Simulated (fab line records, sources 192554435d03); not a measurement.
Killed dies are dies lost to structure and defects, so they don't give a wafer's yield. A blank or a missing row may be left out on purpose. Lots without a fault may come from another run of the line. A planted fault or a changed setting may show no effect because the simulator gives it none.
Chamber matching | flow n5_finfet | N5_MOL_CONTACT_COAG_CO_FILL_22 on cvd_co-02: 3 sister chambers
The step material Co, precursor CCTBA/H2, target thk 20 nm. 24 wafers are shown with their chamber, then 12 later ones without.

WAFERS WITH THEIR CHAMBER
wafer  | chamber | heater_power_outer_w (W) | heater_power_w (W)
L074.2 | 1       | 149                      | 267
L074.3 | 0       | 118                      | 236
L074.6 | 1       | 146                      | 265
L077.1 | 1       | 149                      | 274
L077.5 | 2       | 137                      | 242
L077.6 | 0       | 121                      | 237
L078.1 | 2       | 136                      | 243
L078.3 | 0       | 122                      | 242
L078.6 | 1       | 149                      | 273
L082.1 | 0       | 118                      | 233
L082.2 | 2       | 138                      | 249
L082.5 | 1       | 147                      | 276
L085.3 | 2       | 140                      | 246
L085.4 | 1       | 150                      | 268
L085.5 | 0       | 121                      | 236
L087.1 | 1       | 147                      | 270
L087.2 | 2       | 138                      | 245
L087.3 | 0       | 123                      | 238
L086.3 | 2       | 137                      | 248
L086.4 | 0       | 122                      | 234
L086.6 | 2       | 136                      | 251
L089.1 | 2       | 138                      | 248
L089.2 | 1       | 147                      | 272
L089.3 | 0       | 119                      | 234

SIGNATURES (means of the wafers above)
reading              | chamber 0 | chamber 1 | chamber 2 | scatter within a chamber
heater_power_outer_w | 120.50    | 148.00    | 137.50    | 1.57
heater_power_w       | 236.25    | 270.62    | 246.50    | 3.26
Rule: a wafer's distance from a chamber is the root of the sum, over the readings, of the square of ((its reading less the chamber's mean) divided by the reading's scatter). The wafer belongs to the nearest chamber; if the next one is less than 2 further off, it can't be placed. The scatter: the root of (the sum of the squares of (reading less its chamber's mean) over the shown wafers, divided by (wafers less chambers)).

WAFERS WITHOUT THEIR CHAMBER
wafer  | heater_power_outer_w (W) | heater_power_w (W)
L094.2 | 121                      | 242
L094.3 | 140                      | 244
L094.6 | 150                      | 277
L092.4 | 125                      | 231
L092.5 | 149                      | 270
L092.6 | 138                      | 248
L096.1 | 122                      | 237
L096.3 | 137                      | 250
L096.5 | 123                      | 242
L097.1 | 121                      | 232
L097.2 | 149                      | 273
L097.3 | 134                      | 243

WHICH CHAMBER EACH WENT THROUGH
wafer  | from the rows above | in truth
L094.2 | 0                   | 0
L094.3 | 2                   | 2
L094.6 | 1                   | 1
L092.4 | 0                   | 0
L092.5 | 1                   | 1
L092.6 | 2                   | 2
L096.1 | 0                   | 0
L096.3 | 2                   | 2
L096.5 | 0                   | 0
L097.1 | 0                   | 0
L097.2 | 1                   | 1
L097.3 | 2                   | 2
Placed correctly: 12 of 12. Can't be placed from these rows: 0. Placed wrongly: 0.
